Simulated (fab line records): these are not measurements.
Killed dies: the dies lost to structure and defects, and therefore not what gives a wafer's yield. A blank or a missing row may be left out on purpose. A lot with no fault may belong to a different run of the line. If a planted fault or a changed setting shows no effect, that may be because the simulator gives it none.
Chamber matching :: flow nandHarc :: NHARC_A_STAIRCASE_ALD_420 on aldHk-03: 4 sister chambers
The step deposits SiO2, target thk 20 nm, pulse time 6 s, ald cycles 200. 8 wafers are shown with their chamber, then 7 later ones without.

## WAFERS WITH THEIR CHAMBER
wafer: L076.4
chamber: 3
heaterPowerW (W): 458
precursorPulseHeightRel: 1.040

wafer: L081.3
chamber: 0
heaterPowerW (W): 417
precursorPulseHeightRel: 0.979

wafer: L088.3
chamber: 0
heaterPowerW (W): 431
precursorPulseHeightRel: 0.997

wafer: L088.5
chamber: 3
heaterPowerW (W): 458
precursorPulseHeightRel: 0.991

wafer: L094.1
chamber: 1
heaterPowerW (W): 469
precursorPulseHeightRel: 0.991

wafer: L094.6
chamber: 2
heaterPowerW (W): 400
precursorPulseHeightRel: 0.997

wafer: L095.3
chamber: 1
heaterPowerW (W): 487
precursorPulseHeightRel: 1.041

wafer: L095.4
chamber: 2
heaterPowerW (W): 409
precursorPulseHeightRel: 0.974

## WAFERS WITHOUT THEIR CHAMBER
wafer: L095.5
heaterPowerW (W): 448
precursorPulseHeightRel: 0.997

wafer: L097.3
heaterPowerW (W): 483
precursorPulseHeightRel: 0.988

wafer: L097.4
heaterPowerW (W): 446
precursorPulseHeightRel: 1.007

wafer: L097.6
heaterPowerW (W): 413
precursorPulseHeightRel: 1.009

wafer: L096.1
heaterPowerW (W): 455
precursorPulseHeightRel: 0.973

wafer: L096.4
heaterPowerW (W): 412
precursorPulseHeightRel: 0.972

wafer: L096.6
heaterPowerW (W): 398
precursorPulseHeightRel: 0.986

## CHAMBER TAKEN BY EACH
wafer: L095.5
from the rows above: can't be placed: 3 or 0
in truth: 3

wafer: L097.3
from the rows above: can't be placed: 1 or 3
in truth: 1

wafer: L097.4
from the rows above: can't be placed: 3 or 0
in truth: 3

wafer: L097.6
from the rows above: can't be placed: 2 or 0
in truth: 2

wafer: L096.1
from the rows above: can't be placed: 3 or 1 or 0
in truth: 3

wafer: L096.4
from the rows above: can't be placed: 2 or 0
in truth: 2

wafer: L096.6
from the rows above: 2
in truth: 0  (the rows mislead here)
Correct placement for 0 of the 7. Unplaceable from these rows: 6, with the true chamber sitting among the candidates in 6. Number placed wrongly: 1.
How it was worked out, from the rows above alone: a wafer's distance from a chamber is the root of the sum, over the readings, of the square of ((its reading less the chamber's mean) divided by the reading's scatter). If the next closest chamber is less than 2 further off than the closest, the wafer can't be placed; otherwise it belongs to the closest. For every chamber, the mean is computed from those of its wafers that are shown. The scatter is the square root of a quotient: the sum, over the shown wafers, of each reading's squared deviation from its chamber's mean, divided by wafers minus chambers.
